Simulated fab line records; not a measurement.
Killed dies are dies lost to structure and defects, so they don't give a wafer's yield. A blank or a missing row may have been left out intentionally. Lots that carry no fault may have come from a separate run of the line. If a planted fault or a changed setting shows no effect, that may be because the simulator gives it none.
fab line records | flow n5_finfet
[record] lots = 6 | wafers = 18 | last_day = 17
route steps=1938 shown HKMG_FIN@438 PASSIVATION@1936
lots untouched by any fault: they come from a run of this same line in which no faults occurred
start_h: hours from the record's opening day to when the first of the lot's shown wafers began | wait_h: time in hours since the lot's previous step | " the same as in the row above | L1.1+2: several wafers, shown together as one row | - no value present, or no start provided | * or withheld: withheld | < > ~ a bound
route shown NAME@n: a module of which the file shows steps, and the number in the route of the first | usual: mean and standard deviation over wafers with no fault | same: alike in all rows | chamber/n: place in a boat | sites: per-site readings | _std_site: the values' standard deviation | _edge_site: the outer-site mean with the inner-site mean subtracted | radius_mm: for every site, how far away it sits from the centre of the wafer | mask NAME#n: copy n | behind: the most recent tool/chamber to have shaped the wafer | hold: why the lot went on hold/how many hours it stayed there/how the hold came to an end | device: whichever transistor did not switch (one of n, p or np) | end of line: the route-end tests of the same wafers | a step without rows: its recipe alone | killed: dies lost to structure and defects at the first sort, not the wafer's yield | map: shows each die of a wafer: x if killed, . if not, _ if none is there
set.NAME: the setting the step ran with; set.NAME@STEP: the setting that earlier step ran with | model.NAME: the simulator's own value behind a step, which no gauge read
a table for each step, a row for each wafer; lots at some steps of the route
services: the hour from which a tool's chamber was out of use, counted from the record's first day as start_h (under 0 if before that day), plus the number of hours and why
[[steps]]
[step N5_HKMG_FIN_ETCH_35]
[recipe] chemistry = N2/H2 | target = SOC | target_depth_a = 2158 | ion_energy_ev = 65 | bias_w = 5 | source_w = 3000 | time_s = 243.4 | pressure_mtorr = 30 | n2_flow_sccm = 200 | h2_flow_sccm = 200
[step N5_HKMG_FIN_STRIP_92]
[recipe] chemistry = N2/H2 | material = SOC | time_s = 20 | power_w = 500 | temp_c = 40 | pressure_mtorr = 50 | rf_frequency_hz = 6e+07 | bias_power_w = 8 | h2_frac = 0.5 | n2_flow_sccm = 300 | h2_flow_sccm = 300
[usual] drypump_motor_current_A = 5.61/0.3 | oes_product_au = 0.79/0.085 | rf_vpp_V = 54.0/0.8 | showerhead_plenum_p_Torr = 3.32/0.087 | throttle_valve_pct = 19.1/0.56
lot.wafer | tool        | chamber | start_h | wait_h | drypump_motor_current_A | oes_product_au | rf_hours_counter_h | rf_vpp_V | showerhead_plenum_p_Torr | throttle_valve_pct
L682.1    | rie_diel-06 | 2       | 88.46   | 0.1    | 5.54                    | 0.91           | 42                 | 52.7     | 3.44                     | 19.9
L682.4    | "           | 1       | "       | "      | 5.43                    | 0.98           | 2                  | 53.9     | 3.45                     | 18.6
L682.5    | "           | 0       | "       | "      | 6.02                    | 0.90           | -                  | 52.8     | 3.28                     | 18.5
L685.1    | rie_diel-03 | 1       | 107.28  | 0.1    | 5.21                    | 0.82           | 88                 | 53.0     | 3.22                     | 18.4
L685.2    | "           | 3       | "       | "      | 5.95                    | 0.74           | 139                | 53.0     | 3.36                     | 18.9
L685.6    | "           | 0       | "       | "      | 5.10                    | 0.71           | -                  | 54.4     | 3.47                     | 18.8
L696.1    | rie_diel-02 | 2       | 170.11  | 0.1    | 5.72                    | 0.72           | 211                | 54.7     | 3.32                     | 19.7
L696.4    | "           | 2       | "       | "      | 5.67                    | 0.72           | -                  | 52.7     | 3.32                     | 19.7
L696.6    | "           | 0       | "       | "      | 5.70                    | 0.72           | -                  | 54.4     | 3.24                     | 20.0
L698.1    | rie_diel-02 | 1       | 189.20  | 0.1    | 5.24                    | 0.74           | 138                | 53.8     | 3.24                     | 19.2
L698.3    | "           | 3       | "       | "      | 5.74                    | 0.92           | 16                 | 54.6     | 3.33                     | 19.5
L698.6    | "           | 2       | "       | "      | 5.71                    | 0.70           | -                  | 54.0     | 3.31                     | 19.7
L699.1    | rie_diel-03 | 3       | 190.41  | 0.1    | 5.97                    | 0.72           | 170                | 54.4     | 3.34                     | 19.0
L699.2    | "           | 0       | "       | "      | 5.16                    | 0.69           | 243                | 53.7     | 3.46                     | 18.8
L699.4    | "           | 2       | "       | "      | 5.74                    | 0.87           | 50                 | 53.4     | 3.39                     | 18.5
L703.1    | rie_diel-02 | 1       | 214.04  | 0.1    | 5.21                    | 0.74           | 143                | 54.3     | 3.24                     | 19.3
L703.3    | "           | 3       | "       | "      | 5.77                    | 0.92           | 23                 | 53.9     | 3.32                     | 19.5
L703.4    | "           | 2       | "       | "      | 5.68                    | 0.71           | 228                | 54.3     | 3.31                     | 19.7
[step N5_HKMG_FIN_WET_ETCH_18]
[recipe] chemistry = SC1 | target = TiN | mix = 1:1:5 | temp_c = * | time_s = 55 | target_depth_nm = 5.2 | dry = ipa_marangoni | rinse_time_s = 30 | rinse_temp_c = 23
[step N5_HKMG_FIN_STRIP_19]
[recipe] chemistry = N2/H2 | power_w = 2500 | temp_c = 300 | h2_frac = 0.65 | time_s = 360 | pressure_mtorr = withheld | n2_flow_sccm = 1750 | h2_flow_sccm = 3250
[step N5_HKMG_FIN_ALD_91]
[recipe] material = TiN | target_thk_a = 10 | temp_c = 400 | ald_precursor_family = TiCl4 | ald_co_reactant = NH3 | pulse_time_s = 1 | purge_time_s = 3 | co_reactant_purge_time_s = 2 | co_reactant_pulse_time_s = 2 | ald_cycles = 47 | pressure_torr = 3
[step N5_HKMG_FIN_COAT_85]
[recipe] resist = SOC | temp_c = 250 | time_s = 60 | spin_rpm = 1500 | resist_thk_nm = 300
[step N5_HKMG_FIN_ETCH_86]
[recipe] chemistry = N2/H2 | target = SOC | target_depth_a = 3932 | stop_on = TiN | ion_energy_ev = 100 | bias_w = 61 | pressure_mtorr = 30 | source_w = 850 | n2_flow_sccm = 200 | h2_flow_sccm = 200
[usual] drypump_motor_current_A = 5.61/0.27 | oes_product_au = 0.78/0.084 | rf_vpp_V = 240.3/1.1 | showerhead_plenum_p_Torr = 2.51/0.066 | throttle_valve_pct = 17.9/0.3
lot.wafer | tool        | chamber | start_h | wait_h | drypump_motor_current_A | oes_product_au | rf_hours_counter_h | rf_vpp_V | showerhead_plenum_p_Torr | throttle_valve_pct
L682.1    | rie_diel-02 | 3       | 89.41   | -      | 5.76                    | 0.69           | 238                | 240.0    | 2.53                     | 18.3
L682.4    | "           | 2       | "       | "      | 5.70                    | 0.73           | 177                | 241.2    | 2.52                     | 18.1
L682.5    | "           | 2       | "       | "      | 5.69                    | 0.72           | -                  | 241.8    | 2.52                     | 18.1
L685.1    | rie_diel-02 | 2       | 108.15  | -      | 5.68                    | 0.72           | 184                | 240.8    | 2.52                     | 18.1
L685.2    | "           | 0       | "       | "      | 5.71                    | 0.74           | 185                | 240.2    | 2.46                     | 18.3
L685.6    | "           | 2       | "       | "      | 5.68                    | 0.72           | -                  | 240.7    | 2.52                     | 18.1
L696.1    | rie_diel-06 | 0       | 170.99  | -      | 6.09                    | 0.87           | 36                 | 240.4    | 2.47                     | 17.5
L696.4    | "           | 1       | "       | "      | 5.42                    | 0.89           | 34                 | 242.6    | 2.60                     | 17.7
L696.6    | "           | 2       | "       | "      | 5.57                    | 0.84           | -                  | 241.6    | 2.59                     | 18.0
L698.1    | rie_diel-06 | 1       | 190.44  | -      | 5.40                    | 0.88           | 36                 | 241.5    | 2.60                     | 17.7
L698.3    | "           | 0       | "       | "      | 6.01                    | 0.88           | 38                 | 239.9    | 2.47                     | 17.5
L698.6    | "           | 1       | "       | "      | 5.42                    | 0.88           | -                  | 241.0    | 2.60                     | 17.7
L699.1    | rie_diel-03 | 0       | 191.28  | -      | 5.09                    | 0.68           | 243                | 241.5    | 2.62                     | 17.8
L699.2    | "           | 2       | "       | "      | 5.73                    | 0.88           | 50                 | 241.6    | 2.56                     | 17.4
L699.4    | "           | 3       | "       | "      | 5.93                    | 0.73           | 170                | 241.1    | 2.53                     | 17.8
L703.1    | rie_diel-02 | 3       | 214.91  | -      | 5.74                    | 0.91           | 23                 | 240.1    | 2.52                     | 18.0
L703.3    | "           | 1       | "       | "      | 5.24                    | 0.74           | 143                | 239.3    | 2.45                     | 18.3
L703.4    | "           | 0       | "       | "      | 5.72                    | 0.70           | 226                | 238.5    | 2.44                     | 18.4
[step N5_HKMG_FIN_STRIP_89]
[recipe] chemistry = N2/H2 | material = SOC | time_s = 20 | power_w = 500 | temp_c = 40 | pressure_mtorr = 50 | rf_frequency_hz = 6e+07 | bias_power_w = 8 | h2_frac = 0.5 | n2_flow_sccm = 300 | h2_flow_sccm = 300
[step N5_HKMG_FIN_WET_ETCH_87]
[recipe] chemistry = SC1 | target = TiN | mix = 1:2:40 | temp_c = 50 | time_s = 154.2 | target_depth_nm = 4.7 | dry = ipa_marangoni | rinse_time_s = 30 | rinse_temp_c = 23
[step N5_HKMG_FIN_STRIP_88]
[recipe] chemistry = N2/H2 | power_w = 2500 | temp_c = 300 | h2_frac = 0.65 | time_s = 360 | pressure_mtorr = withheld | n2_flow_sccm = 1750 | h2_flow_sccm = 3250
[usual] drypump_motor_current_A = 5.4/0.63 | heater_power_w = 431/11
lot.wafer | tool            | chamber | start_h | wait_h | drypump_motor_current_A | heater_power_w | rf_hours_counter_h
L682.1    | plasma_asher-02 | 0       | 89.66   | 0.0    | 4.8                     | 418            | 92
L682.4    | "               | 1       | "       | "      | 6.2                     | 448            | -
L682.5    | "               | 0       | "       | "      | 4.8                     | 405            | -
L685.1    | plasma_asher-02 | 0       | 108.46  | 0.0    | 4.8                     | 404            | 96
L685.2    | "               | 1       | "       | "      | 6.2                     | 430            | 96
L685.6    | "               | 1       | "       | "      | 6.2                     | 429            | -
L696.1    | plasma_asher-01 | 1       | 171.24  | 0.0    | 4.7                     | 432            | 60
L696.4    | "               | 0       | "       | "      | 5.9                     | 435            | -
L696.6    | "               | 1       | "       | "      | 4.7                     | 436            | -
L698.1    | plasma_asher-02 | 1       | 190.69  | 0.0    | 6.2                     | 431            | 107
L698.3    | "               | 1       | "       | "      | 6.2                     | 417            | -
L698.6    | "               | 0       | "       | "      | 4.8                     | 415            | -
L699.1    | plasma_asher-01 | 0       | 191.52  | 0.0    | 5.9                     | 437            | 63
L699.2    | "               | 1       | "       | "      | 4.7                     | 442            | 63
L699.4    | "               | 1       | "       | "      | 4.7                     | 441            | -
L703.1    | plasma_asher-02 | 0       | 215.16  | 0.0    | 4.8                     | 411            | 112
L703.3    | "               | 1       | "       | "      | 6.2                     | 435            | -
L703.4    | "               | 0       | "       | "      | 4.8                     | 426            | -
[step N5_HKMG_FIN_NWFM_ALD_20]
[recipe] material = TiAlC | target_thk_a = 20 | temp_c = 300 | ald_precursor_family = TiCl4 | ald_co_reactant = TEA | pulse_time_s = 3 | purge_time_s = 2 | co_reactant_purge_time_s = 2 | co_reactant_pulse_time_s = 10 | ald_cycles = 7 | pressure_torr = 3
[usual] heater_power_w = 498/34 | precursor_pulse_height_rel = 0.997/0.016
lot.wafer | tool         | chamber | start_h | wait_h | heater_power_w | precursor_pulse_height_rel
L682.1    | ald_metal-04 | 0       | 90.05   | 0.3    | 486            | 1.016
L682.4    | "            | 1       | "       | "      | 533            | 1.014
L682.5    | "            | 2       | "       | "      | 459            | 1.008
L685.1    | ald_metal-03 | 2       | 108.85  | 0.3    | 590            | 0.989
L685.2    | "            | 3       | "       | "      | 535            | 0.990
L685.6    | "            | 1       | "       | "      | 579            | 1.010
L696.1    | ald_metal-04 | 2       | 171.62  | 0.3    | 465            | 0.999
L696.4    | "            | 0       | "       | "      | 484            | 0.984
L696.6    | "            | 3       | "       | "      | 501            | 0.968
L698.1    | ald_metal-03 | 3       | 191.07  | 0.3    | 528            | 0.990
L698.3    | "            | 2       | "       | "      | 602            | 1.017
L698.6    | "            | 2       | "       | "      | 585            | 1.001
L699.1    | ald_metal-02 | 1       | 191.91  | 0.3    | 516            | 0.992
L699.2    | "            | 0       | "       | "      | 481            | 0.983
L699.4    | "            | 3       | "       | "      | 475            | 0.967
L703.1    | ald_metal-02 | 0       | 215.54  | 0.3    | 486            | 1.036
L703.3    | "            | 1       | "       | "      | 520            | 1.007
L703.4    | "            | 0       | "       | "      | 469            | 1.004
[step N5_HKMG_FIN_ALD_71]
[recipe] material = TiN | target_thk_a = 10 | temp_c = 400 | ald_precursor_family = TiCl4 | ald_co_reactant = NH3 | pulse_time_s = 1 | purge_time_s = 3 | co_reactant_purge_time_s = 2 | co_reactant_pulse_time_s = 2 | ald_cycles = 47 | pressure_torr = 3
[step N5_HKMG_FIN_COAT_66]
[recipe] resist = SOC | temp_c = 250 | time_s = 60 | spin_rpm = 1500 | resist_thk_nm = 300
[usual] run_length_s = 66.12/0.16
lot.wafer | tool           | chamber | start_h | wait_h | run_length_s
L682.1    | litho_track-01 | 0       | 90.42   | 0.2    | 66.49
L682.4    | "              | 0       | "       | "      | 66.13
L682.5    | "              | 0       | "       | "      | 66.16
L685.1    | litho_track-03 | 0       | 109.22  | 0.2    | 66.34
L685.2    | "              | 0       | "       | "      | 66.23
L685.6    | "              | 0       | "       | "      | 66.32
L696.1    | litho_track-03 | 0       | 172.00  | 0.2    | 73.67
L696.4    | "              | 0       | "       | "      | 66.20
L696.6    | "              | 0       | "       | "      | 66.12
L698.1    | litho_track-03 | 0       | 191.45  | 0.2    | 73.59
L698.3    | "              | 0       | "       | "      | 66.23
L698.6    | "              | 0       | "       | "      | 66.50
L699.1    | litho_track-04 | 0       | 192.28  | 0.2    | 65.86
L699.2    | "              | 0       | "       | "      | 65.86
L699.4    | "              | 0       | "       | "      | 65.90
L703.1    | litho_track-01 | 0       | 215.92  | 0.2    | 66.35
L703.3    | "              | 0       | "       | "      | 66.41
L703.4    | "              | 0       | "       | "      | 66.15
[step N5_HKMG_FIN_ETCH_67]
[recipe] chemistry = N2/H2 | target = SOC | target_depth_a = 3889 | stop_on = TiN | ion_energy_ev = 100 | bias_w = 61 | pressure_mtorr = 30 | source_w = 850 | n2_flow_sccm = 200 | h2_flow_sccm = 200
[usual] drypump_motor_current_A = 5.63/0.29 | oes_product_au = 0.79/0.083 | rf_vpp_V = 240.3/1.3 | showerhead_plenum_p_Torr = 2.51/0.071 | throttle_valve_pct = 17.87/0.3
lot.wafer | tool        | chamber | start_h | wait_h | drypump_motor_current_A | oes_product_au | rf_hours_counter_h | rf_vpp_V | showerhead_plenum_p_Torr | throttle_valve_pct
L682.1    | rie_diel-02 | 2       | 90.49   | -      | 5.72                    | 0.73           | 178                | 240.2    | 2.52                     | 18.05
L682.4    | "           | 1       | "       | "      | 5.20                    | 0.77           | 98                 | 240.0    | 2.47                     | 18.23
L682.5    | "           | 2       | "       | "      | 5.70                    | 0.73           | -                  | 241.5    | 2.52                     | 18.08
L685.1    | rie_diel-06 | 2       | 109.32  | -      | 5.54                    | 0.87           | 52                 | 241.0    | 2.60                     | 17.94
L685.2    | "           | 0       | "       | "      | 5.97                    | 0.89           | 12                 | 239.5    | 2.48                     | 17.42
L685.6    | "           | 3       | "       | "      | 5.94                    | 0.71           | -                  | 239.1    | 2.41                     | 17.91
L696.1    | rie_diel-03 | 1       | 172.06  | -      | 5.23                    | 0.80           | 108                | 239.9    | 2.42                     | 17.47
L696.4    | "           | 0       | "       | "      | 5.09                    | 0.69           | 234                | 243.2    | 2.62                     | 17.74
L696.6    | "           | 1       | "       | "      | 5.23                    | 0.79           | -                  | 239.9    | 2.42                     | 17.46
L698.1    | rie_diel-03 | 2       | 191.51  | -      | 5.71                    | 0.86           | 50                 | 240.5    | 2.56                     | 17.45
L698.3    | "           | 3       | "       | "      | 5.93                    | 0.70           | 170                | 242.8    | 2.53                     | 17.76
L698.6    | "           | 0       | "       | "      | 5.09                    | 0.68           | -                  | 242.4    | 2.62                     | 17.77
L699.1    | rie_diel-06 | 3       | 192.44  | -      | 5.95                    | 0.69           | 219                | 238.6    | 2.40                     | 17.93
L699.2    | "           | 1       | "       | "      | 5.42                    | 0.88           | 38                 | 241.7    | 2.60                     | 17.66
L699.4    | "           | 0       | "       | "      | 6.04                    | 0.85           | 39                 | 241.2    | 2.47                     | 17.49
L703.1    | rie_diel-06 | 2       | 215.98  | -      | 5.54                    | 0.84           | 85                 | 240.9    | 2.59                     | 18.02
L703.3    | "           | 0       | "       | "      | 6.03                    | 0.84           | 47                 | 240.4    | 2.47                     | 17.50
L703.4    | "           | 1       | "       | "      | 5.42                    | 0.87           | 46                 | 242.1    | 2.59                     | 17.66
[step N5_PASSIVATION_PROBE_49]
[usual] killed_at_M0_to_M3 = 34/8.9 | killed_at_M4_up = 13/4.6 | killed_at_contacts = 12/5.5 | killed_at_front_end = 41/11 | killed_at_other = 3.1/2.9 | killed_dies = 102/16 | killed_open = 66/11 | killed_short = 34/7.6
[same] gross_dies = 1180 | killed_at_back_side = 0
lot.wafer | tool      | chamber | start_h | wait_h | killed_at_M0_to_M3 | killed_at_M4_up | killed_at_contacts | killed_at_front_end | killed_at_other | killed_dies | killed_open | killed_short
L685.1    | prober-02 | -       | 290.34  | 0.0    | 39                 | 12              | 9                  | 26                  | 0               | 86          | 51          | 35
L685.2    | prober-02 | -       | 290.39  | 0.1    | 21                 | 12              | 13                 | 25                  | 0               | 71          | 46          | 25
L685.6    | prober-02 | -       | 290.59  | 0.3    | 26                 | 4               | 11                 | 29                  | 1               | 71          | 53          | 18
L699.1    | prober-02 | -       | 384.72  | 0.0    | 39                 | 21              | 16                 | 38                  | 2               | 116         | 80          | 36
L699.2    | prober-02 | -       | 384.77  | 0.1    | 30                 | 23              | 8                  | 39                  | 9               | 109         | 72          | 34
L699.4    | prober-02 | -       | 384.87  | 0.2    | 58                 | 11              | 11                 | 32                  | 4               | 116         | 77          | 39
// killed by level:class
L685.1 BEOL_M0_SAQP:geometric_particle:open=8 BEOL_M0_SAQP:geometric_particle:short=7 BEOL_M1:geometric_particle:open=7 GATE_CUT:geometric_particle:short=6 BEOL_M2:geometric_particle:open=6 BEOL_M3:geometric_particle:open=6 MOL_CONTACT_COAG:geometric_particle:open=5 MOL_CONTACT_COAG:geometric_particle:short=4
L685.2 MOL_CONTACT_COAG:geometric_particle:open=11 BEOL_M2:geometric_particle:open=7 FIN_SAQP:geometric_particle:short=4 BEOL_M0_SAQP:geometric_particle:short=4 BEOL_M1:geometric_particle:open=4 BEOL_M7:geometric_particle:open=4 STARTING-WAFER:geometric_particle:open=4 FIN_SAQP:geometric_particle:open=3
L685.6 BEOL_M2:geometric_particle:open=11 MOL_CONTACT_COAG:geometric_particle:open=9 STI_FIN_REVEAL:geometric_particle:open=8 BEOL_M1:geometric_particle:open=6 FIN_SAQP:geometric_particle:short=5 DUMMY_GATE:geometric_particle:open=5 BEOL_M0_SAQP:geometric_particle:open=4 STI_FIN_REVEAL:geometric_particle:short=3
L699.1 MOL_CONTACT_COAG:geometric_particle:open=11 BEOL_M3:geometric_particle:open=9 BEOL_M4:geometric_particle:open=9 BEOL_M0_SAQP:geometric_particle:short=7 BEOL_M1:geometric_particle:open=7 BEOL_M2:geometric_particle:open=7 FIN_SAQP:geometric_particle:short=6 STI_FIN_REVEAL:geometric_particle:open=6
L699.2 FIN_SAQP:geometric_particle:open=12 BEOL_M3:geometric_particle:open=8 BEOL_M4:geometric_particle:open=8 BEOL_M0_SAQP:geometric_particle:open=7 BEOL_M2:geometric_particle:open=7 MOL_CONTACT_COAG:geometric_particle:open=6 GATE_CUT:geometric_particle:short=5 DUMMY_GATE:geometric_particle:open=4
L699.4 BEOL_M0_SAQP:geometric_particle:short=13 BEOL_M1:geometric_particle:open=12 MOL_CONTACT_COAG:geometric_particle:open=10 BEOL_M3:geometric_particle:open=10 FIN_SAQP:geometric_particle:open=9 BEOL_M0_SAQP:geometric_particle:open=9 FIN_SAQP:geometric_particle:short=7 BEOL_M2:geometric_particle:open=7
[[services]]
tool            | chamber | start_h | hours | kind
rie_diel-02     | 0       | 68.45   | 6.2   | repair
plasma_asher-01 | -       | 84.16   | 4.3   | pm
ald_metal-03    | 1       | 86.04   | 14.5  | repair
rie_diel-02     | -       | 91.15   | 2.8   | pm
rie_diel-06     | 0       | 91.22   | 16.7  | repair
plasma_asher-02 | -       | 101.08  | 0.9   | repair
ald_metal-03    | 0       | 105.20  | 1.5   | repair
rie_diel-02     | 1       | 112.26  | 2.7   | repair
rie_diel-02     | 3       | 116.22  | -     | clean
rie_diel-02     | 3       | 116.22  | -     | consumable_replace:focus_ring
rie_diel-02     | 3       | 116.22  | 31.6  | scheduled_down
rie_diel-02     | 3       | 116.22  | 31.6  | vent_cycle
plasma_asher-02 | -       | 121.91  | 15.6  | pm
ald_metal-04    | -       | 125.67  | 0.7   | repair
ald_metal-02    | 2       | 133.25  | 9.4   | repair
plasma_asher-02 | -       | 140.75  | 5.2   | repair
rie_diel-06     | 3       | 143.16  | 8.3   | repair
ald_metal-03    | 0       | 172.35  | 26.0  | repair
rie_diel-06     | -       | 174.34  | 14.6  | pm
rie_diel-02     | -       | 198.01  | 0.6   | repair
ald_metal-02    | -       | 199.16  | 4.3   | pm
rie_diel-02     | 1       | 204.08  | 6.8   | repair
ald_metal-02    | 3       | 207.40  | 16.6  | repair
ald_metal-04    | 1       | 211.18  | 24.9  | repair
[[key]]
[first_sign] step = N5_HKMG_FIN_COAT_66 | reading = run_length_s | direction = up | sigmas = 48 | usual = * | struck = *
effect none on later readings
met_at N5_HKMG_FIN_COAT_66
struck_wafers L696.1,L698.1
tester_left_out L696,L698
[baseline_loss] step = N5_HKMG_FIN_ETCH_86 | wafers = L696.6
onset_between 109.22 172.00
[fault] kind = process_parameter_drift | tool = litho_track-03 | chamber = - | onset_h = 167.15 | steps = N5_HKMG_FIN_COAT_66 | channel = time_s | offset = * | shape = step | end_h = 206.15 | scope = struck_wafers_only | acts_in = * | stated = *
// tester_left_out: of these lots the tester's yield and bins aren't shown, on N5 and GAA mostly nor the transistor test; their killed dies are dies lost to structure and defects alone, not to doping, threshold or leakage, so they don't give the yield
// baseline_loss: these wafers lose ten dies or more at that step, a loss of the line's own and not of a fault; the sort's usual values leave them out
